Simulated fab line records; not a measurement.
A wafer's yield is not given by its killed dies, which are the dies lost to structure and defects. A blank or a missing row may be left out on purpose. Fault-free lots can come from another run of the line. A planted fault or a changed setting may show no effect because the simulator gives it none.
Lot-split experiment + flow n5Finfet + 21 wafers read from 7 lots, route of 1938 steps

## ON THE SPLIT
At N5_BEOL_M0_SAQP_PECVD_04 (deposits a-Si from SiH4/He, target thk 60 nm, time 60.2 s), the setting timeS was moved away from the recipe's 60.2 s on 6 of the 21 wafers read, by -13.2% to +8.6%. The other wafers ran this setting at the recipe's value.

## FROM THE SPLIT TO THE READING: what the file shows between them, 7 steps
- N5_BEOL_M0_SAQP_THK_MEAS_05
- N5_BEOL_M0_SAQP_EXPOSE_11: exposes mask M0 CORE, target cd 42 nm (also split here: doseMj)
- N5_BEOL_M0_SAQP_PEB_12: peb time 60 s
- N5_BEOL_M0_SAQP_DEVELOP_13: develop time 30 s
- N5_BEOL_M0_SAQP_CD_MEAS_14: target cd 42.5 nm
- N5_BEOL_M0_SAQP_HM_OPEN_112: chemistry CHF3/O2, target SiO2, stops on a-Si, target depth 12 nm, time 13.5 s
- N5_BEOL_M0_SAQP_STRIP_113: strips in CHF3/O2

## THE READING
etch.depthNm (the simulator's own value, which no gauge read), in nm, at N5_BEOL_M0_SAQP_MANDREL_ETCH_20 (etches a-Si in HBr/Cl2, stops on SiNx, target depth 60 nm, bt time 10 s, time 30 s). No usual value for it is given in the file. Here, 15 wafers ran the recipe; their average is 60.05 nm with a standard deviation of 0.83 nm.

| wafer  | tool, chamber at the split | timeS as run, s | against the recipe | etch.depthNm, nm | against lot-mates on the recipe |
|--------|----------------------------|-----------------|--------------------|------------------|---------------------------------|
| L075.1 | pecvd-04, 1                | 65.4            | +8.6%              | 65.16            | +4.71                           |
| L075.3 | pecvd-04, 0                | 60.2            | recipe             | 60.6             | -                               |
| L075.4 | pecvd-04, 1                | 60.2            | recipe             | 60.29            | -                               |
| L074.3 | pecvd-02, 1                | 60.2            | recipe             | 59.3             | -                               |
| L074.4 | pecvd-02, 0                | 60.2            | recipe             | 61.17            | -                               |
| L074.6 | pecvd-02, 2                | 60.2            | recipe             | 60.32            | -                               |
| L077.1 | pecvd-01, 0                | 60.2            | recipe             | 58.73            | -                               |
| L077.3 | pecvd-01, 2                | 60.2            | recipe             | 60.17            | -                               |
| L077.6 | pecvd-01, 1                | 52.23           | -13.2%             | 51.45            | -8.00                           |
| L085.2 | pecvd-04, 2                | 60.2            | recipe             | 58.11            | -                               |
| L085.3 | pecvd-04, 2                | 60.2            | recipe             | 60.54            | -                               |
| L085.4 | pecvd-04, 0                | 60.2            | recipe             | 60.21            | -                               |
| L086.2 | pecvd-02, 2                | 55.07           | -8.5%              | 54.4             | -5.73                           |
| L086.3 | pecvd-02, 1                | 60.2            | recipe             | 60.13            | -                               |
| L086.5 | pecvd-02, 1                | 55.07           | -8.5%              | 55.82            | -4.31                           |
| L089.1 | pecvd-02, 0                | 54.54           | -9.4%              | 53.17            | -6.58                           |
| L089.4 | pecvd-02, 0                | 54.54           | -9.4%              | 53.83            | -5.92                           |
| L089.6 | pecvd-02, 2                | 60.2            | recipe             | 59.75            | -                               |
| L093.1 | pecvd-02, 1                | 60.2            | recipe             | 60.26            | -                               |
| L093.5 | pecvd-02, 2                | 60.2            | recipe             | 59.76            | -                               |
| L093.6 | pecvd-02, 0                | 60.2            | recipe             | 61.45            | -                               |

FIT RESULTS
A straight line over all 21 wafers: etch.depthNm changes by +0.637 nm for each +1% of timeS; r = +0.97; the points scatter about the line by 0.82 nm.
The same after taking each lot's own level away (the mean of its wafers on the recipe; 21 wafers): +0.607 nm for each +1%; r = +0.97; scatter 0.72 nm.
That fit puts the effect of the largest move of timeS on the reading at 8 nm.
Across the lots, their own levels run from 59.450 to 60.490 nm, a range of 1.3 times the standard deviation given above.
The two slopes agree, so the slope changes little with the lot-to-lot level.
Check: -8.14 nm against its lot-mates is what the line predicts for one of the wafers moved furthest among these (-13.2%) when that wafer is left out of the fit. Against them it came out at -8 nm.

## FURTHER SPLITS ON THESE WAFERS
Other splits were also applied to these wafers ahead of the reading. Each is held against what the fit with the lots' levels taken away leaves over:
| other split on the same wafers      | wafers away from the commonest value | r with etch.depthNm (lot level and that fit taken away) |
|-------------------------------------|--------------------------------------|---------------------------------------------------------|
| N5_SD_EPI_P_COAT_34 spinRpm         | 5                                    | +0.14                                                   |
| N5_SD_EPI_P_DESCUM_14 timeS         | 8                                    | +0.27                                                   |
| N5_HKMG_FIN_COAT_30 spinRpm         | 7                                    | +0.09                                                   |
| N5_HKMG_FIN_ETCH_32 sourceW         | 11                                   | +0.10                                                   |
| N5_MOL_CONTACT_COAG_DESCUM_45 timeS | 7                                    | +0.23                                                   |
| N5_BEOL_M0_SAQP_EXPOSE_11 doseMj    | 6                                    | +0.12                                                   |

## THE WHOLE CHAIN: every reading that the file lists as answering this split, in the file's order
| step                            | what it does                                                                       | reading                                                                              | change (the file's fit)               | r (the file's) |
|---------------------------------|------------------------------------------------------------------------------------|--------------------------------------------------------------------------------------|---------------------------------------|----------------|
| N5_BEOL_M0_SAQP_PECVD_04        | deposits a-Si from SiH4/He, target thk 60 nm, time 60.2 s                          | a-Si_of_BEOL_M0_SAQP_PECVD_04.thkNm (the simulator's own value, which no gauge read) | +0.61 nm for each +1% of the setting  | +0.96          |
| N5_BEOL_M0_SAQP_THK_MEAS_05     |                                                                                    | thkNm                                                                                | withheld for each +1% of the setting  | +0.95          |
| N5_BEOL_M0_SAQP_MANDREL_ETCH_20 | etches a-Si in HBr/Cl2, stops on SiNx, target depth 60 nm, bt time 10 s, time 30 s | etch.depthNm (the simulator's own value, which no gauge read)                        | +0.604 nm for each +1% of the setting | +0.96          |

## FILE'S OWN FIT
etch.depthNm changes by +0.604 nm for each +1% of timeS, r = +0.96.
